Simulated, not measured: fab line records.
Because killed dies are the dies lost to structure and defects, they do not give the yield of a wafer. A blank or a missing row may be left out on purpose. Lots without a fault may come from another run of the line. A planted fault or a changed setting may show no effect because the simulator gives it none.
Split-lot study ; flow n5 finfet ; on a route of 1938 steps: 7 lots, 21 wafers read

## THE SPLIT ITSELF
At N5_BEOL_M10_ETCH_41 (etches SiCN in CH3F/O2, target depth 42.6 nm, time 86 s), the setting source w was moved away from the recipe's 395 W on 4 of the 21 wafers read, by +5.4% to +17.6%. All remaining wafers had this setting at the recipe value.

The reading is taken at the split's own step.

## THE READING
rf vpp V, in V, at N5_BEOL_M10_ETCH_41 (etches SiCN in CH3F/O2, target depth 42.6 nm, time 86 s). Fault-free wafers of this fab line usually give 297.6 V, standard deviation 2 V.

wafer;tool, chamber at the split;source w as run, W;against the recipe;rf vpp V, V;against lot-mates on the recipe
L077.1;rie diel-03, 2;395;recipe;295.6;-
L077.2;rie diel-03, 3;395;recipe;299.8;-
L077.6;rie diel-03, 2;395;recipe;294.8;-
L081.2;rie diel-02, 0;395;recipe;299.9;-
L081.4;rie diel-02, 1;395;recipe;297.3;-
L081.5;rie diel-02, 0;395;recipe;301.0;-
L083.4;rie diel-02, 1;395;recipe;296.9;-
L083.5;rie diel-02, 2;395;recipe;296.9;-
L083.6;rie diel-02, 3;395;recipe;295.6;-
L084.1;rie diel-03, 0;395;recipe;296.8;-
L084.4;rie diel-03, 2;395;recipe;294.6;-
L084.6;rie diel-03, 0;464.7;+17.6%;281.3;-14.4
L088.1;rie diel-03, 1;395;recipe;299.6;-
L088.2;rie diel-03, 0;431.8;+9.3%;287.8;-10.0
L088.5;rie diel-03, 0;395;recipe;296.0;-
L090.2;rie diel-02, 1;416.3;+5.4%;291.4;-4.7
L090.3;rie diel-02, 0;416.3;+5.4%;295.7;-0.4
L090.6;rie diel-02, 1;395;recipe;296.1;-
L092.1;rie diel-03, 0;395;recipe;296.8;-
L092.4;rie diel-03, 2;395;recipe;295.8;-
L092.5;rie diel-03, 2;395;recipe;294.1;-

FIT RESULTS
A straight line over all 21 wafers: rf vpp V changes by -0.876 V for each +1% of source w; r = -0.89; the points scatter about the line by 2 V.
The same after taking each lot's own level away (the mean of its wafers on the recipe; 21 wafers): -0.828 V for each +1%; r = -0.91; scatter 1.7 V.
The reading moves by 15 V for the largest change in source w, on that fit.
From 295.57 to 299.40 V: that is the span of the lots' own levels, equal to 1.9 times the standard deviation above.
Hence the lot-to-lot level has little effect on the slope; both slopes agree.
Check: with one of the wafers moved furthest among these (+17.6%) left out of the fit, the line predicts -14.8 V for it against its lot-mates. Against them it came out at -14.4 V.
Tool readings at the split's step, against how far the setting was moved: rf vpp V r = -0.89.

## THESE WAFERS: OTHER SPLITS
These wafers also went through other splits before the reading. Each is held against what the fit with the lots' levels taken away leaves over:
other split on the same wafers;wafers away from the commonest value;r with rf vpp V (lot level and that fit taken away)
N5_BEOL_M5_COAT_74 spin rpm;9;-0.02
N5_BEOL_M6_EXPOSE_25 dose mj;9;+0.04
N5_BEOL_M6_ETCH_66 bias w;8;-0.35
N5_BEOL_M8_ILD_DEP_00 time s;6;-0.08
N5_BEOL_M8_PECVD_70 temp c;8;-0.42
N5_BEOL_M9_COAT_63 spin rpm;9;+0.36

## FILE'S OWN FIT
rf vpp V changes by -0.847 V for each +1% of source w, r = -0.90.
